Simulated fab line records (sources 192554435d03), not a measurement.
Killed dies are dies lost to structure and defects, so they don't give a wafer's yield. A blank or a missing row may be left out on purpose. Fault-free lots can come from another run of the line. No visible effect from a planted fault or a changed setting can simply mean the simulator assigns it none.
Split-lot trial ; flow n5Finfet ; 21 wafers read from 7 lots, route of 1938 steps

## SPLIT DETAILS
At N5_BEOL_M3_TRENCH_ETCH_37 (etches SiOC in C4F6/O2, target depth 55.555 nm, time 29.2 s), the setting sourceW was moved away from the recipe's 355 W on 5 of the 21 wafers read, by -16.3% to -5.1%. All remaining wafers had this setting at the recipe value.

The reading comes from the split's own step.

## THE READING
etch.depthNm (the simulator's own value, which no gauge read), in nm, at N5_BEOL_M3_TRENCH_ETCH_37 (etches SiOC in C4F6/O2, target depth 55.555 nm, time 29.2 s). No usual value for it is given in the file. Here, 16 wafers ran the recipe; their average is 55.75 nm with a standard deviation of 0.59 nm.

wafer;tool, chamber at the split;sourceW as run, W;against the recipe;etch.depthNm, nm;against lot-mates on the recipe
L077.1;rieDiel-01, 2;355;recipe;56.06;-
L077.2;rieDiel-01, 3;329.3;-7.2%;54.32;-1.68
L077.5;rieDiel-01, 2;355;recipe;55.94;-
L078.1;rieDiel-02, 2;355;recipe;55.12;-
L078.4;rieDiel-02, 1;355;recipe;56.02;-
L078.6;rieDiel-02, 1;336.9;-5.1%;55.01;-0.56
L086.2;rieDiel-01, 1;355;recipe;54.97;-
L086.4;rieDiel-01, 2;355;recipe;55.95;-
L086.5;rieDiel-01, 3;355;recipe;56.03;-
L087.2;rieDiel-02, 3;355;recipe;54.81;-
L087.3;rieDiel-02, 1;297.2;-16.3%;51.76;-3.52
L087.5;rieDiel-02, 1;355;recipe;55.74;-
L093.1;rieDiel-03, 3;355;recipe;56.6;-
L093.2;rieDiel-03, 1;329.2;-7.3%;55.18;-1.15
L093.6;rieDiel-03, 3;355;recipe;56.05;-
L094.3;rieDiel-01, 0;355;recipe;54.93;-
L094.4;rieDiel-01, 0;355;recipe;55.19;-
L094.5;rieDiel-01, 3;355;recipe;55.47;-
L097.3;rieDiel-01, 3;355;recipe;56.29;-
L097.4;rieDiel-01, 0;319.2;-10.1%;52.69;-3.88
L097.6;rieDiel-01, 2;355;recipe;56.84;-

THE FIT
A straight line over all 21 wafers: etch.depthNm changes by +0.233 nm for each +1% of sourceW; r = +0.86; the points scatter about the line by 0.63 nm.
The same after taking each lot's own level away (the mean of its wafers on the recipe; 21 wafers): +0.242 nm for each +1%; r = +0.91; scatter 0.52 nm.
That fit puts the effect of the largest move of sourceW on the reading at 3.9 nm.
The span of the lots' own levels, 55.197 to 56.565 nm, comes to 2.3 times the standard deviation stated above.
The two slopes agree, so the slope changes little with the lot-to-lot level.
Check: with one of the wafers moved furthest among these (-16.3%) left out of the fit, the line predicts -4.41 nm for it against its lot-mates. It came out at -3.52 nm against them.

## THE OTHER SPLITS THESE WAFERS WENT THROUGH
These wafers also went through other splits before the reading. Each is held against what the fit with the lots' levels taken away leaves over:
other split on the same wafers;wafers away from the commonest value;r with etch.depthNm (lot level and that fit taken away)
N5_GATE_CUT_COAT_35 spinRpm;11;+0.42
N5_MOL_CONTACT_COAG_COAT_76 spinRpm;8;-0.25
N5_MOL_CONTACT_COAG_CVD_140 targetThkA;4;+0.25
N5_BEOL_M0_SAQP_PECVD_04 timeS;5;+0.12
N5_BEOL_M0_CUTY_EXPOSE_54 doseMj;11;-0.14
N5_BEOL_M0_ETCH_138 biasW;8;-0.15
N5_BEOL_M1_COAT_73 spinRpm;6;-0.08
N5_BEOL_M2_ETCH_64 biasW;7;-0.26
N5_BEOL_M2_COAT_67 spinRpm;6;-0.05
N5_BEOL_M2_ETCHBACK_99 timeS;7;+0.10

## THE WHOLE CHAIN: every reading that the file lists as answering this split, in the file's order
step;what it does;reading;change (the file's fit);r (the file's)
N5_BEOL_M3_TRENCH_ETCH_37;etches SiOC in C4F6/O2, target depth 55.555 nm, time 29.2 s;BEOL_M3.featureDepthNm (the simulator's own value, which no gauge read);+0.239 nm for each +1% of the setting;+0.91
N5_BEOL_M3_TRENCH_ETCH_37;etches SiOC in C4F6/O2, target depth 55.555 nm, time 29.2 s;etch.depthNm (the simulator's own value, which no gauge read);+0.24 nm for each +1% of the setting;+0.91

## THE FILE'S OWN FIT
etch.depthNm changes by +0.24 nm for each +1% of sourceW, r = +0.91.
